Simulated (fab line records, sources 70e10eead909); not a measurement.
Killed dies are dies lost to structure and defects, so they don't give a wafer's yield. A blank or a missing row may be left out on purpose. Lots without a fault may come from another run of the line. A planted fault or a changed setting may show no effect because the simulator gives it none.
Which tool did it? | flow nand_harc | 24 lots, 72 wafers sampled, at 4 steps of a route of 1302

WHAT THE GAUGES READ, wafer by wafer
NHARC_P_GATE_CD_MEAS_46: target cd 720 nm.
lot  | measured     | on        | cd_nm (nm)
L074 | day 5 13:23  | cd_sem-01 | 719.9 719.7 718.5
L075 | day 5 19:42  | cd_sem-03 | 722.2 719.9 722.6
L076 | day 6 08:34  | cd_sem-03 | 720.0 719.5 715.2
L077 | day 6 17:06  | cd_sem-03 | 718.3 720.0 720.0
L078 | day 7 04:56  | cd_sem-02 | 718.5 719.6 717.6
L079 | day 7 11:47  | cd_sem-03 | 718.7 715.9 719.5
L080 | day 7 23:53  | cd_sem-03 | 719.3 721.5 719.7
L081 | day 8 16:05  | cd_sem-01 | 719.5 717.4 719.8
L082 | day 8 21:28  | cd_sem-02 | 720.4 719.4 721.2
L083 | day 9 20:44  | cd_sem-02 | 716.0 718.5 718.3
L084 | day 10 04:58 | cd_sem-02 | 724.3 721.2 719.7
L085 | day 10 02:57 | cd_sem-02 | 720.2 721.8 722.7
L086 | day 10 10:46 | cd_sem-01 | 720.2 720.4 719.3
L087 | day 11 12:03 | cd_sem-03 | 719.8 721.4 722.1
L088 | day 11 11:47 | cd_sem-02 | 717.7 719.6 719.7
L089 | day 11 16:07 | cd_sem-03 | 720.6 719.7 719.1
L090 | day 12 08:35 | cd_sem-02 | 714.8 717.1 719.6
L091 | day 12 09:38 | cd_sem-02 | 718.6 714.9 717.8
L092 | day 12 22:22 | cd_sem-01 | 718.8 719.8 717.2
L093 | day 13 08:58 | cd_sem-03 | 720.7 721.1 720.7
L094 | day 13 22:58 | cd_sem-03 | 719.0 720.5 718.6
L095 | day 14 10:22 | cd_sem-02 | 719.6 721.4 719.6
L096 | day 14 16:14 | cd_sem-02 | 722.8 717.8 718.3
L097 | day 14 23:23 | cd_sem-03 | 719.3 720.2 720.5

WHICH TOOL RAN EACH LOT (tool, then ch and the chambers of the sampled wafers, then the start)
lot  | NHARC_P_ZERO_WELL_RTA_42         | NHARC_P_GATE_ETCH_104              | NHARC_P_GATE_STRIP_101
L074 | rtp_anneal-01 ch 0, day 2 05:22  | rie_diel-02 ch 0,2, day 5 01:43    | rie_diel-07 ch 1,3, day 5 12:28
L075 | rtp_anneal-01 ch 0, day 2 13:04  | rie_diel-10 ch 0,2,3, day 5 08:01  | rie_diel-10 ch 1,3, day 5 18:47
L076 | rtp_anneal-02 ch 0, day 2 23:02  | rie_diel-02 ch 1,2, day 5 18:41    | rie_diel-02 ch 1,2, day 6 07:37
L077 | rtp_anneal-02 ch 0, day 3 09:28  | rie_diel-10 ch 0,2,3, day 6 05:35  | rie_diel-10 ch 2,3, day 6 16:17
L078 | rtp_anneal-02 ch 0, day 3 18:59  | rie_diel-02 ch 0,3, day 6 17:14    | rie_diel-07 ch 0,2, day 7 04:01
L079 | rtp_anneal-01 ch 0, day 4 05:05  | rie_diel-02 ch 0,2, day 7 00:02    | rie_diel-07 ch 1,2, day 7 10:59
L080 | rtp_anneal-01 ch 0, day 4 15:22  | rie_diel-07 ch 1,2,3, day 7 12:14  | rie_diel-02 ch 0,1,2, day 7 23:05
L081 | rtp_anneal-02 ch 0, day 5 01:16  | rie_diel-02 ch 0,2, day 8 04:28    | rie_diel-02 ch 2,3, day 8 15:17
L082 | rtp_anneal-02 ch 0, day 5 11:05  | rie_diel-02 ch 0,1,2, day 8 09:55  | rie_diel-02 ch 0,3, day 8 20:40
L083 | rtp_anneal-02 ch 0, day 5 21:02  | rie_diel-02 ch 1,3, day 9 09:00    | rie_diel-10 ch 1,2,3, day 9 19:44
L084 | rtp_anneal-01 ch 0, day 6 07:11  | rie_diel-02 ch 1,2, day 9 15:05    | rie_diel-07 ch 0,1, day 10 04:05
L085 | rtp_anneal-02 ch 0, day 6 17:02  | rie_diel-10 ch 0,1,3, day 9 15:14  | rie_diel-10 ch 1,2,3, day 10 02:01
L086 | rtp_anneal-01 ch 0, day 7 05:03  | rie_diel-02 ch 0,2,3, day 9 23:06  | rie_diel-10 ch 0,1,2, day 10 09:50
L087 | rtp_anneal-02 ch 0, day 7 12:53  | rie_diel-07 ch 0,2,3, day 11 00:17 | rie_diel-02 ch 0,1,2, day 11 11:07
L088 | rtp_anneal-02 ch 0, day 7 22:58  | rie_diel-02 ch 0,2,3, day 11 00:00 | rie_diel-07 ch 0,2, day 11 10:52
L089 | rtp_anneal-01 ch 0, day 8 08:54  | rie_diel-02 ch 0,1,2, day 11 04:19 | rie_diel-07 ch 0,1,2, day 11 15:12
L090 | rtp_anneal-02 ch 0, day 8 20:33  | rie_diel-07 ch 0,2,3, day 11 20:48 | rie_diel-07 ch 0,3, day 12 07:35
L091 | rtp_anneal-01 ch 0, day 9 04:53  | rie_diel-10 ch 0,3, day 11 21:55   | rie_diel-10 ch 1,2,3, day 12 08:38
L092 | rtp_anneal-02 ch 0, day 9 15:24  | rie_diel-07 ch 0,2,3, day 12 10:35 | rie_diel-10 ch 0,2,3, day 12 21:25
L093 | rtp_anneal-01 ch 0, day 10 01:22 | rie_diel-07 ch 2,3, day 12 21:10   | rie_diel-02 ch 1,2, day 13 08:02
L094 | rtp_anneal-02 ch 0, day 10 11:10 | rie_diel-10 ch 1,2,3, day 13 11:20 | rie_diel-07 ch 0,3, day 13 22:02
L095 | rtp_anneal-01 ch 0, day 10 20:55 | rie_diel-07 ch 0,2,3, day 13 22:42 | rie_diel-02 ch 0,2,3, day 14 09:34
L096 | rtp_anneal-01 ch 0, day 11 06:53 | rie_diel-07 ch 0,2,3, day 14 04:40 | rie_diel-02 ch 0,1,3, day 14 15:19
L097 | rtp_anneal-02 ch 0, day 11 16:59 | rie_diel-10 ch 0,2,3, day 14 11:43 | rie_diel-02 ch 0,1,2, day 14 22:35
- NHARC_P_ZERO_WELL_RTA_42: time 300 s.
- NHARC_P_GATE_ETCH_104: etches the open film in CF4/CHF3, target depth 60 nm.
- NHARC_P_GATE_STRIP_101: strips in O2, time 20 s.

WHAT THE TOOLS THEMSELVES READ (means of the sampled wafers that have a number; where no wafer has one, the mark that the record gives instead)
NHARC_P_ZERO_WELL_RTA_42.
lot  | tool          | lamp_power_pct (%) | wafer_temp_C_max
L074 | rtp_anneal-01 | 42                 | 1105.6
L075 | rtp_anneal-01 | 42                 | 1105.4
L076 | rtp_anneal-02 | 35                 | 1103.6
L077 | rtp_anneal-02 | 35                 | 1105.1
L078 | rtp_anneal-02 | 35                 | 1104.5
L079 | rtp_anneal-01 | 42                 | 1106.2
L080 | rtp_anneal-01 | 42                 | 1104.8
L081 | rtp_anneal-02 | 35                 | 1105.2
L082 | rtp_anneal-02 | 35                 | 1104.9
L083 | rtp_anneal-02 | 34                 | 1106.3
L084 | rtp_anneal-01 | 42                 | 1106.3
L085 | rtp_anneal-02 | 35                 | 1105.4
L086 | rtp_anneal-01 | 42                 | 1105.2
L087 | rtp_anneal-02 | 35                 | 1105.3
L088 | rtp_anneal-02 | 35                 | 1104.2
L089 | rtp_anneal-01 | 42                 | 1105.8
L090 | rtp_anneal-02 | 35                 | 1104.7
L091 | rtp_anneal-01 | 42                 | 1106.9
L092 | rtp_anneal-02 | 35                 | 1105.5
L093 | rtp_anneal-01 | 42                 | 1104.6
L094 | rtp_anneal-02 | 35                 | 1105.1
L095 | rtp_anneal-01 | 42                 | 1105.4
L096 | rtp_anneal-01 | 42                 | 1105.4
L097 | rtp_anneal-02 | 35                 | 1106.4

NHARC_P_GATE_ETCH_104.
lot  | tool        | chamber_pressure_mTorr (mTorr) | drypump_motor_current_A (A) | oes_product_au (a.u.) | rf_vpp_V (V) | showerhead_plenum_p_Torr (Torr) | throttle_valve_pct (%)
L074 | rie_diel-02 | 25.019                         | 5.7                         | 0.929                 | 370.3        | 1.58                            | 16.804
L075 | rie_diel-10 | 25.002                         | 5.5                         | 0.921                 | 370.2        | 1.55                            | 16.802
L076 | rie_diel-02 | 24.981                         | 5.2                         | 0.924                 | 370.4        | 1.57                            | 16.797
L077 | rie_diel-10 | 24.994                         | 5.4                         | 0.948                 | 369.4        | 1.55                            | 16.806
L078 | rie_diel-02 | 25.000                         | 5.9                         | 0.952                 | 370.2        | 1.58                            | 16.802
L079 | rie_diel-02 | 25.002                         | 5.7                         | 0.960                 | 370.8        | 1.58                            | 16.811
L080 | rie_diel-07 | 24.998                         | 5.9                         | 0.951                 | 372.3        | 1.63                            | 16.809
L081 | rie_diel-02 | 25.002                         | 5.7                         | 0.931                 | 370.2        | 1.58                            | 16.796
L082 | rie_diel-02 | 24.998                         | 5.4                         | 0.971                 | 370.0        | 1.56                            | 16.800
L083 | rie_diel-02 | 25.004                         | 5.7                         | 0.916                 | 370.6        | 1.58                            | 16.800
L084 | rie_diel-02 | 25.008                         | 5.1                         | 0.966                 | 369.7        | 1.54                            | 16.800
L085 | rie_diel-10 | 24.996                         | 5.8                         | 0.969                 | 368.4        | 1.52                            | 16.807
L086 | rie_diel-02 | 24.996                         | 5.7                         | 0.968                 | 370.9        | 1.59                            | 16.805
L087 | rie_diel-07 | 25.011                         | 5.9                         | 0.960                 | 371.6        | 1.59                            | 16.798
L088 | rie_diel-02 | 25.007                         | 5.7                         | 0.973                 | 371.8        | 1.59                            | 16.804
L089 | rie_diel-02 | 25.000                         | 5.4                         | 0.975                 | 369.3        | 1.56                            | 16.804
L090 | rie_diel-07 | 24.969                         | 5.9                         | 0.975                 | 371.8        | 1.59                            | 16.813
L091 | rie_diel-10 | 25.019                         | 5.7                         | 0.964                 | 367.4        | 1.48                            | 16.801
L092 | rie_diel-07 | 24.997                         | 5.9                         | 0.951                 | 372.1        | 1.59                            | 16.804
L093 | rie_diel-07 | 25.029                         | 5.7                         | 0.930                 | 371.8        | 1.62                            | 16.795
L094 | rie_diel-10 | 24.997                         | 5.4                         | 0.926                 | 370.6        | 1.59                            | 16.799
L095 | rie_diel-07 | 25.009                         | 5.9                         | 0.972                 | 371.1        | 1.59                            | 16.801
L096 | rie_diel-07 | 24.993                         | 5.9                         | 0.968                 | 370.8        | 1.59                            | 16.809
L097 | rie_diel-10 | 24.982                         | 5.4                         | 0.952                 | 368.9        | 1.54                            | 16.804

NHARC_P_GATE_STRIP_101.
lot  | tool        | chamber_pressure_mTorr (mTorr) | drypump_motor_current_A (A) | oes_product_au (a.u.) | rf_vpp_V (V) | showerhead_plenum_p_Torr (Torr) | throttle_valve_pct (%)
L074 | rie_diel-07 | 60.06                          | 6.1                         | 0.986                 | 58.1         | 3.66                            | 17.032
L075 | rie_diel-10 | 59.97                          | 5.8                         | 1.008                 | 57.4         | 3.52                            | 17.033
L076 | rie_diel-02 | 60.00                          | 5.1                         | 0.997                 | 58.0         | 3.46                            | 17.030
L077 | rie_diel-10 | 59.98                          | 5.1                         | 0.995                 | 57.3         | 3.61                            | 17.029
L078 | rie_diel-07 | 60.01                          | 5.8                         | 0.996                 | 58.0         | 3.63                            | 17.032
L079 | rie_diel-07 | 60.07                          | 5.8                         | 0.999                 | 58.4         | 3.78                            | 17.027
L080 | rie_diel-02 | 60.00                          | 5.4                         | 1.002                 | 56.4         | 3.49                            | 17.041
L081 | rie_diel-02 | 59.97                          | 5.8                         | 0.995                 | 58.1         | 3.59                            | 17.032
L082 | rie_diel-02 | 59.99                          | 5.9                         | 1.003                 | 57.9         | 3.57                            | 17.037
L083 | rie_diel-10 | 59.96                          | 5.4                         | 1.004                 | 57.9         | 3.56                            | 17.033
L084 | rie_diel-07 | 59.98                          | 6.0                         | 1.006                 | 57.5         | 3.71                            | 17.047
L085 | rie_diel-10 | 59.97                          | 5.4                         | 1.005                 | 57.6         | 3.56                            | 17.033
L086 | rie_diel-10 | 60.01                          | 5.5                         | 1.002                 | 57.3         | 3.55                            | 17.034
L087 | rie_diel-02 | 60.00                          | 5.4                         | 1.003                 | 57.8         | 3.49                            | 17.035
L088 | rie_diel-07 | 60.00                          | 5.9                         | 0.997                 | 58.1         | 3.63                            | 17.030
L089 | rie_diel-07 | 59.97                          | 5.8                         | 0.997                 | 59.6         | 3.70                            | 17.029
L090 | rie_diel-07 | 59.96                          | 6.1                         | 0.997                 | 57.8         | 3.50                            | 17.038
L091 | rie_diel-10 | 60.01                          | 5.5                         | 0.999                 | 57.0         | 3.56                            | 17.039
L092 | rie_diel-10 | 60.02                          | 5.5                         | 0.991                 | 57.0         | 3.46                            | 17.035
L093 | rie_diel-02 | 60.01                          | 5.3                         | 1.006                 | 57.7         | 3.51                            | 17.039
L094 | rie_diel-07 | 59.96                          | 6.1                         | 1.002                 | 58.5         | 3.50                            | 17.030
L095 | rie_diel-02 | 59.98                          | 5.7                         | 1.005                 | 57.5         | 3.56                            | 17.028
L096 | rie_diel-02 | 60.02                          | 5.6                         | 0.995                 | 58.4         | 3.51                            | 17.028
L097 | rie_diel-02 | 60.02                          | 5.4                         | 1.004                 | 57.9         | 3.49                            | 17.037

THE ANSWER, worked out from the rows above alone
Rule: what is usual is taken from the lots themselves. Put in order of their means at a reading, lots are off if they are a third of the lots or fewer, leave a main group of 4 or more, and stand apart from it by a gap of 3 or more times the standard deviation of the main group's means; of several such gaps the widest counts. A main group whose means are all the same, to the digits that the tables above print for the reading, isn't used. A lot without any number at a reading at which 4 lots or more have one is off too. The other lots that the step has rows for count as sound. The gauges are gone through in route order, then the tools' own readings, and for those a lot's mean is taken as printed above. The first step at which some lot is off is used, and at that step the reading that is off furthest; a lot without a number counts as furthest.
No lot is off at any reading shown: from this, nothing can be told.

WHAT THE SIMULATOR HAD PUT IN
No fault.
